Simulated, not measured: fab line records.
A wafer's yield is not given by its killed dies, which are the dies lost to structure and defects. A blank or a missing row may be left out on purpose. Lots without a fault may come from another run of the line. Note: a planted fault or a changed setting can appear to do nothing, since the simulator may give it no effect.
Struck lot and sound lot, side by side	flow n5 finfet	38 steps out of a route of 1938
Sound: the wafers L134.1, L134.2, L134.6. Struck: wafers L137.1, L137.4. (L137.2 of the same lot was not struck and is left out.) The cause comes at the end.
Per side, at each step with rows, come the tool, then ch with its chambers, and then its first start. Under that, the readings that differ: sound wafers	struck wafers	difference of the means	sigmas: that difference in standard deviations of wafers without a fault.
alike: same words and numbers on both sides, and readings whose means sit less than 2 such deviations apart. not compared: any withheld reading, any reading some wafer has no value for, any bound like >300 that may hide the same value, and any number with overlapping values for which the record gives no deviation.
The two part at a step that has a row with sigmas, a row that says differs or no value, or rows on one side only. Non-overlapping numbers with no deviation appear without sigmas and do not part them. A reading missing from all wafers of one side parts the sides only when that side holds two or more wafers.

first, 9 steps without rows for these wafers: N5_BEOL_M4_ANNEAL_95 (time 240 s); N5_BEOL_M4_SPUTTER_96 (material Cu, target thk 4.5 nm, time 8.29 s); N5_BEOL_M4_ECD_50 (material Cu, target thk 300 nm); N5_BEOL_M4_ANNEAL_51 (time 90 s); N5_BEOL_M4_CMP_52 (polishes, stops on SiOC, t overpolish 6.8 s, target thk 40 nm); N5_BEOL_M4_PRE_CLEAN_60 (time 15 s); N5_BEOL_M4_CO_CAP_55 (material Co, precursor CCTBA/H2, target thk 2 nm, time 102.1 s); N5_BEOL_M4_PRE_CLEAN_56 (time 15 s); N5_BEOL_M4_DEP_57 (deposits SiCN from 3MS/NH3, target thk 8 nm, time 14 s).
N5_BEOL_M4_RC_MEAS_101:
  sound on prober-02 ch 0, day 7 17:55; struck on prober-01 ch 0, day 9 12:19
  alike: DIBL_N, DIBL_P, IOFF_N, IOFF_P, ION_N, ION_P, SS_N, SS_P, VT_N, VT_P
then, 24 steps without rows for these wafers: N5_BEOL_M5_ILD_DEP_00 (deposits SiCOH lowk from DEMS/porogen, target thk 140.64 nm, time 25.9 s); N5_BEOL_M5_CURE_79 (cures SiCOH lowk, time 240 s); N5_BEOL_M5_PECVD_70 (deposits SiO2 from TEOS/O2, target thk 16 nm, time 18 s); N5_BEOL_M5_HM_DEP_02 (deposits TiN, target thk 20 nm); N5_BEOL_M5_COAT_59 (time 60 s, resist thk 60 nm); N5_BEOL_M5_COAT_60 (time 60 s, resist thk 12 nm); N5_BEOL_M5_COAT_71 (time 60 s, resist thk 5 nm); N5_BEOL_M5_COAT_05 (resist thk 30 nm); N5_BEOL_M5_EBR_07; N5_BEOL_M5_SOFTBAKE_06 (time 60 s); N5_BEOL_M5_EXPOSE_08 (exposes mask M5, target cd 28 nm); N5_BEOL_M5_PEB_09 (peb time 60 s); N5_BEOL_M5_DEVELOP_10 (develop time 30 s); N5_BEOL_M5_DESCUM_16 (chemistry O2, time 7 s); N5_BEOL_M5_ETCH_72 (etches underlayer in N2/H2, target depth 6.5 nm, time 5.2 s); N5_BEOL_M5_ETCH_61 (etches SiARC in CF4, target depth 15.6 nm, time 26 s); N5_BEOL_M5_ETCH_62 (etches SOC in N2/H2, target depth 75 nm, overetch 15 nm, time 112.5 s); N5_BEOL_M5_STRIP_63 (strips in N2/H2); N5_BEOL_M5_STRIP_73 (strips in N2/H2); N5_BEOL_M5_STRIP_64 (strips in CF4); N5_BEOL_M5_HM_OPEN_17 (chemistry Cl2/BCl3, target TiN, target depth 20 nm, overetch 6 nm); N5_BEOL_M5_STRIP_19 (strips in O2); N5_BEOL_M5_COAT_65 (time 60 s, resist thk 60 nm); N5_BEOL_M5_COAT_66 (time 60 s, resist thk 12 nm).
N5_BEOL_M7_ILD_DEP_00: deposits SiCOH lowk from DEMS/porogen, target thk 179.75 nm, time 33.4 s.
  sound on pecvd-01 ch 0,1,2, day 8 15:46; struck on pecvd-01 ch 1,2, day 10 14:07
reading	sound	struck	difference	sigmas
model.SiCOH_lowk_of_BEOL_M7_ILD_DEP_00.thk nm (nm)	178.8 180 179.6	282.2 287.4	+105.3	
  alike: heater power w, showerhead plenum p Torr, throttle valve pct
N5_BEOL_M7_THK_MEAS_01:
  struck on film metro-02, day 10 14:42; sound on film metro-02, day 8 16:22
reading	sound	struck	difference	sigmas
M7_ILD_THK (nm)	154.2 155.2 154.8	244.7 249.7	+92.5	+49
N5_BEOL_M7_CMP_52: polishes, stops on SiCOH lowk, t overpolish 6.9 s, target thk 80 nm.
  sound on cmp-04 ch 0,1,2, day 8 23:33; struck on cmp-04 ch 0,1, day 10 23:29
reading	sound	struck	difference	sigmas
model.SiCOH_lowk_of_BEOL_M7_ILD_DEP_00.thk nm (nm)	151.2 152.2 151.8	241.8 246.4	+92.4	
  alike: motor current A
-- a jump in the record: the struck wafers' starts before and after are 3 days apart (it breaks off in module BEOL_M7 and resumes in module PASSIVATION, where the first step shown is number 1936 of the route) --
N5_PASSIVATION_PROBE_49:
  record: rows for the struck wafers here (prober-01, day 14 08:47), none for the sound ones

## WHERE THEY PART
Last at N5_PASSIVATION_PROBE_49 as far as this record goes, first at N5_BEOL_M7_THK_MEAS_01.

WHY: whatever the simulator had introduced
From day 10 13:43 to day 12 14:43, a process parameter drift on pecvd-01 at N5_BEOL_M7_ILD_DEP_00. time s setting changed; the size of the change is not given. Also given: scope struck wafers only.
